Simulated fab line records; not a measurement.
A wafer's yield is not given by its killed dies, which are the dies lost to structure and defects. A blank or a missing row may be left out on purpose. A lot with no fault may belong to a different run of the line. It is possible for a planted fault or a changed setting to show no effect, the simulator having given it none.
Which tool was responsible? :: flow nand_harc :: 11 lots with 33 wafers sampled at 4 steps, on a route of 1302 steps

== WHAT THE GAUGES SHOWED, per wafer ==
NHARC_P_M1_INSPECT_11.
lot: L806
measured: day 7 05:41
on: defect_inspect-02
raw_defect_count: 1 9 6

lot: L808
measured: day 7 20:46
on: defect_inspect-01
raw_defect_count: 3 2 2

lot: L810
measured: day 8 17:27
on: defect_inspect-02
raw_defect_count: 2 5 7

lot: L811
measured: day 9 03:40
on: defect_inspect-02
raw_defect_count: 8 3 4

lot: L814
measured: day 10 07:02
on: defect_inspect-01
raw_defect_count: 6 8 4

lot: L819
measured: day 12 06:32
on: defect_inspect-02
raw_defect_count: 294 287 294

lot: L821
measured: day 13 08:08
on: defect_inspect-01
raw_defect_count: 281 269 278

lot: L822
measured: day 13 20:25
on: defect_inspect-01
raw_defect_count: 1 2 2

lot: L824
measured: day 14 14:50
on: defect_inspect-02
raw_defect_count: 2 3 3

lot: L826
measured: day 15 10:50
on: defect_inspect-01
raw_defect_count: 5 4 2

lot: L827
measured: day 15 18:19
on: defect_inspect-02
raw_defect_count: 0 3 6

== TOOL THAT RAN EACH LOT (tool first, then ch and the chambers of the sampled wafers, then the start) ==
lot: L806
NHARC_P_M0_DESCUM_14: rie_diel-02 ch 0,1,2, day 7 01:40
NHARC_P_M0_STRIP_18: rie_diel-02 ch 0,1,2, day 7 02:02
NHARC_P_M0_CMP_23: cmp-03 ch 1,2,3, day 7 03:49

lot: L808
NHARC_P_M0_DESCUM_14: rie_diel-09 ch 1,2, day 7 16:46
NHARC_P_M0_STRIP_18: rie_diel-09 ch 0,2, day 7 17:10
NHARC_P_M0_CMP_23: cmp-01 ch 1,2, day 7 18:46

lot: L810
NHARC_P_M0_DESCUM_14: rie_diel-11 ch 0,2,3, day 8 13:34
NHARC_P_M0_STRIP_18: rie_diel-09 ch 0,2,3, day 8 13:57
NHARC_P_M0_CMP_23: cmp-04 ch 0,1,3, day 8 15:33

lot: L811
NHARC_P_M0_DESCUM_14: rie_diel-11 ch 2,3, day 8 23:41
NHARC_P_M0_STRIP_18: rie_diel-11 ch 0,1,3, day 9 00:05
NHARC_P_M0_CMP_23: cmp-03 ch 1,2,3, day 9 01:40

lot: L814
NHARC_P_M0_DESCUM_14: rie_diel-11 ch 0,3, day 10 03:07
NHARC_P_M0_STRIP_18: rie_diel-11 ch 2,3, day 10 03:31
NHARC_P_M0_CMP_23: cmp-03 ch 2,3, day 10 05:07

lot: L819
NHARC_P_M0_DESCUM_14: rie_diel-02 ch 0,1,3, day 12 02:17
NHARC_P_M0_STRIP_18: rie_diel-11 ch 0,2, day 12 02:53
NHARC_P_M0_CMP_23: cmp-03 ch 2,3, day 12 04:32

lot: L821
NHARC_P_M0_DESCUM_14: rie_diel-11 ch 0,3, day 13 04:16
NHARC_P_M0_STRIP_18: rie_diel-09 ch 0,2,3, day 13 04:39
NHARC_P_M0_CMP_23: cmp-03 ch 0,2,3, day 13 06:19

lot: L822
NHARC_P_M0_DESCUM_14: rie_diel-09 ch 0,1,2, day 13 16:25
NHARC_P_M0_STRIP_18: rie_diel-02 ch 0,2,3, day 13 16:49
NHARC_P_M0_CMP_23: cmp-04 ch 1,2,3, day 13 18:25

lot: L824
NHARC_P_M0_DESCUM_14: rie_diel-11 ch 0,2, day 14 10:50
NHARC_P_M0_STRIP_18: rie_diel-11 ch 0,1, day 14 11:13
NHARC_P_M0_CMP_23: cmp-04 ch 0,1,2, day 14 12:51

lot: L826
NHARC_P_M0_DESCUM_14: rie_diel-11 ch 1,2,3, day 15 06:59
NHARC_P_M0_STRIP_18: rie_diel-11 ch 0,1, day 15 07:22
NHARC_P_M0_CMP_23: cmp-03 ch 0,1,2, day 15 09:01

lot: L827
NHARC_P_M0_DESCUM_14: rie_diel-11 ch 0,1,3, day 15 13:41
NHARC_P_M0_STRIP_18: rie_diel-09 ch 0,1,2, day 15 14:43
NHARC_P_M0_CMP_23: cmp-01 ch 0,2,3, day 15 16:19
- NHARC_P_M0_DESCUM_14: chemistry O2, time 3 s.
- NHARC_P_M0_STRIP_18: strips in N2/H2.
- NHARC_P_M0_CMP_23: polishes, t overpolish 20 s, target thk 117.54 nm.

== THE ANSWER, worked out from the rows above alone ==
Rule: what is usual is taken from the lots themselves. The widest of any qualifying gaps counts: lots, ordered by their means at a reading, are off when they make up no more than a third of the lots, leave a main group of 4 or more, and stand apart from it by 3 or more times the standard deviation of that group's means. Not used: any main group whose means are identical at the precision the tables above print for the reading. Also off: a lot with no number at a reading for which 4 or more lots have one. All remaining lots with rows at the step are treated as sound.
Off, at NHARC_P_M1_INSPECT_11 on raw_defect_count: L819, L821. Main group: mean 3.8, sd 1.4.
A tool fits if, at a process step before that reading, it ran every lot that is off, and no sound lot after the first of them. Those tools and the gauges at NHARC_P_M1_INSPECT_11 are tried in the same way. Of those tried, none fits.

== WHAT THE SIMULATOR PUT IN ==
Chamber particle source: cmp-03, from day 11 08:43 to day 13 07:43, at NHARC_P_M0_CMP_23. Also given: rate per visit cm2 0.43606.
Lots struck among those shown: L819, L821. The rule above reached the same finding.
